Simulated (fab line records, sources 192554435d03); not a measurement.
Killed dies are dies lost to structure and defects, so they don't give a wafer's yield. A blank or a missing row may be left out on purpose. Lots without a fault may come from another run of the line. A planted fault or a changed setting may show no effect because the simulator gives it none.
A struck lot beside a sound one | flow n5_finfet | 16 steps out of a route of 1938
Sound: wafers L411.2, L411.4, L411.6. Struck: wafer L423.2. (L423.4, L423.5 of the same lot were not struck and are left out.) The cause comes at the end.
At each step with rows: each side's tool, then ch and its chambers, then its first start. Under that, the readings that differ: sound wafers | struck wafers | difference of the means | sigmas: that difference in standard deviations of wafers without a fault.
alike: readings whose means differ by less than 2 such deviations, and words and numbers that are the same on both sides. not compared: withheld readings, readings that some wafer has no value for, bounds like >300 that may hide the same value, and numbers for which the record gives no deviation and whose values overlap.
The two part at a step that has a row with sigmas, a row that says differs or no value, or rows on one side only. Numbers that don't overlap but have no deviation are shown without sigmas and don't part them. A reading that every wafer of one side lacks parts them only if that side has two wafers or more.

N5_BEOL_M2_ETCH_41: etches SiCN in CH3F/O2, target depth 29.9 nm, time 52.5 s.
  sound on rie_diel-02 ch 0,2,3; struck on rie_diel-02 ch 3
  alike: drypump_motor_current_A, oes_product_au, rf_vpp_V, showerhead_plenum_p_Torr, throttle_valve_pct
  not compared: rf_hours_counter_h
N5_BEOL_M2_STRIP_97: strips in N2/H2, time 10 s.
  sound on rie_diel-02 ch 0,2,3; struck on rie_diel-02 ch 3
  alike: drypump_motor_current_A, n2_flow_sccm, oes_product_au, rf_vpp_V, showerhead_plenum_p_Torr, throttle_valve_pct
  not compared: rf_hours_counter_h
N5_BEOL_M2_OCD_MEAS_38:
  sound on ocd-01, day 7 18:42; struck on ocd-02, day 11 23:01
  alike: trench_depth_nm
then, 4 steps without rows for these wafers: N5_BEOL_M2_HM_STRIP_39 (strips TiN in peroxide tin strip, target depth 25 nm, time 158 s); N5_BEOL_M2_SRD_40 (time 30 s); N5_BEOL_M2_PRECLEAN_42 (cleans in residue remover, time 60 s); N5_BEOL_M2_SRD_43 (time 30 s).
N5_BEOL_M2_CD_MEAS_35: target cd 18 nm, target cd y 22.2 nm.
  sound on cd_sem-02, day 7 18:51; struck on cd_sem-02, day 11 23:10
  reading    | sound          | struck | difference | sigmas
  cd_nm (nm) | 17.8 17.8 18.0 | 18.6   | +0.7       | +2
then, 2 steps without rows for these wafers: N5_BEOL_M2_DEGAS_44 (time 60 s); N5_BEOL_M2_PRE_CLEAN_45 (time 30 s).
N5_BEOL_M2_ALD_84: deposits TaN, pulse time 2 s, purge time 3 s, co reactant purge time 2 s.
  sound on ald_metal-04 ch 0,3, day 7 18:59; struck on ald_metal-04 ch 1, day 11 23:46
  alike: heater_power_w, precursor_vessel_carrier_sccm
  not compared: since_wet_clean_h
N5_BEOL_M2_SURFACE_TREAT_85:
  sound on pvd_sputter-01, day 7 19:13; struck on pvd_sputter-01, day 12 01:41
  not compared: throttle_valve_pct
N5_BEOL_M2_CVD_47: deposits Co from CCTBA/H2, target thk 3 nm, time 223.8 s.
  sound on cvd_co-02 ch 1,2, day 7 19:19; struck on cvd_co-01 ch 2, day 12 01:45
  reading          | sound             | struck | difference | sigmas
  run_length_s (s) | 246.7 246.5 246.9 | 250.9  | +4.2       | +14
  not compared: since_wet_clean_h
N5_BEOL_M2_SPUTTER_48: material Cu, target thk 4.5 nm, time 8.29 s.
  sound on pvd_sputter-01, day 7 21:18; struck on pvd_sputter-01, day 12 01:57
  alike: throttle_valve_pct
N5_BEOL_M4_RC_MEAS_101:
  sound on prober-02 ch 0, day 8 18:12; struck on prober-02 ch 0, day 13 07:27
  alike: DIBL_N, DIBL_P, IOFF_N, IOFF_P, ION_N, ION_P, SS_N, SS_P, VT_N, VT_P
then, 1 step without rows for these wafers: N5_PASSIVATION_PROBE_49.

WHERE THEY PART
First at N5_BEOL_M2_CD_MEAS_35; last, within this record, at N5_BEOL_M2_CVD_47. Later steps at which nothing parts them and some readings are alike: N5_BEOL_M2_SPUTTER_48, N5_BEOL_M4_RC_MEAS_101.

WHY: what the simulator had put in
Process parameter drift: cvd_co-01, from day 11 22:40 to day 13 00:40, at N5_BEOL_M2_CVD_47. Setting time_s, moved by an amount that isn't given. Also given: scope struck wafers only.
